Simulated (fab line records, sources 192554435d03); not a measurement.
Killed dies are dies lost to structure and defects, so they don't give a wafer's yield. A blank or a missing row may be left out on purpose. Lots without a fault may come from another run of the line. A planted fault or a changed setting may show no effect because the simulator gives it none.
Problem report in the 8D (eight disciplines) form, filled by code | flow n5_finfet | the parts of the form that need people (team, actions taken, sign-off) are left out

1. THE PROBLEM
barrier_field_endpoint_s at N5_BEOL_M15_CMP_49 reads a mean of 9.53 s on 3 wafers of 2 lots; wafers without a fault read 11.36 s with a standard deviation of 0.27. That is -6.8 standard deviations from the usual mean.
The step: polishes, stops on SiO2, t overpolish 4.9 s, target thk 850 nm.
First seen on wafer L836.1, day 15 10:39, on cmp-04. The record holds 30 wafers of 10 lots with a number at this step. Rule for "out", or "out of limits": more than 4 standard deviations from the usual mean. The other wafers with a number count as sound.

2. WHAT IT IS AND WHAT IT IS NOT
question                    | is                       | is not
which readings at this step | barrier_field_endpoint_s | clearing_platen_down_force_psi, clearing_platen_rpm, head_pressure_psi, motor_current_A, pad_life_wafers, platen_rpm
which lots                  | L836, L837               | L823, L827, L828, L829, L830, L838, L840, L841
which wafers of those lots  | L836.1, L836.4, L837.2   | L836.5, L837.5, L837.6
read on which tools         | cmp-01, cmp-04           | cmp-03
when                        | from day 15 10:39        | up to then (16 sound wafers); but 11 sound wafers of L837, L838, L840, L841 came after

3. SUSPECTS, AND WHAT RULES EACH OUT
Counting: a tool at a process step up to the reading stays a suspect if it ran every lot that is out. Sound lots after the first of them don't rule it out here, since some wafers of a struck lot are sound.
- pvd_sputter-02 at N5_BEOL_M15_SPUTTER_43 (material TaN, target thk 15 nm, time 24.19 s): kept. It ran every lot that is out, first L836 (day 15 09:43); its last sound lot up to then is L828 (day 12 06:26).
- rtp_anneal-02 at N5_BEOL_M15_ANNEAL_48 (time 90 s): kept. It ran every lot that is out, first L836 (day 15 10:21); its last sound lot up to then is L830 (day 13 01:52).
Left after counting: pvd_sputter-02 at N5_BEOL_M15_SPUTTER_43, rtp_anneal-02 at N5_BEOL_M15_ANNEAL_48.

4. THE CAUSE (what the simulator had put in)
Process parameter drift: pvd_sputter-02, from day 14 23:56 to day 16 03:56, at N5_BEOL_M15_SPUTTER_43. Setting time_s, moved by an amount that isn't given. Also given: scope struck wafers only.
Counting left 2 suspects, and this tool is among them.

5. THE CHAIN OF EFFECTS, in route order
Each row: a reading whose mean over the struck wafers that have a number lies more than 3 standard deviations from the usual. Only readings for which the record gives a usual standard deviation are gone through. hours: the time from each lot's start at the first step in this table that gives one to its start at this step, as a median over the lots. sigmas: the change in usual standard deviations.
hours | step               | reading                  | usual   | on struck wafers | change | sigmas
0     | N5_BEOL_M15_CMP_49 | barrier_field_endpoint_s | 11.36 s | 9.53             | -1.83  | -6.8
The process steps in it:
- N5_BEOL_M15_CMP_49: polishes, stops on SiO2, t overpolish 4.9 s, target thk 850 nm.
Later measuring or inspecting steps at which every struck wafer that the step has a row for has a number for every such reading, and none has moved that far: N5_BEOL_M15_INSPECT_55.

6. WHAT WOULD HAVE CAUGHT IT SOONER
In this record the first reading out of limits was taken at day 15 10:39, 11 hours after the fault began at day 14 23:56.
Of the tool readings at N5_BEOL_M15_SPUTTER_43 for which the record gives a usual standard deviation, none was out on any struck wafer, so an alarm limit of 4 standard deviations on them would not have fired.
Of the lots that are out (2), L837 began N5_BEOL_M15_SPUTTER_43 on pvd_sputter-02 after day 15 10:39. A hold on the tool at that time would have spared it.
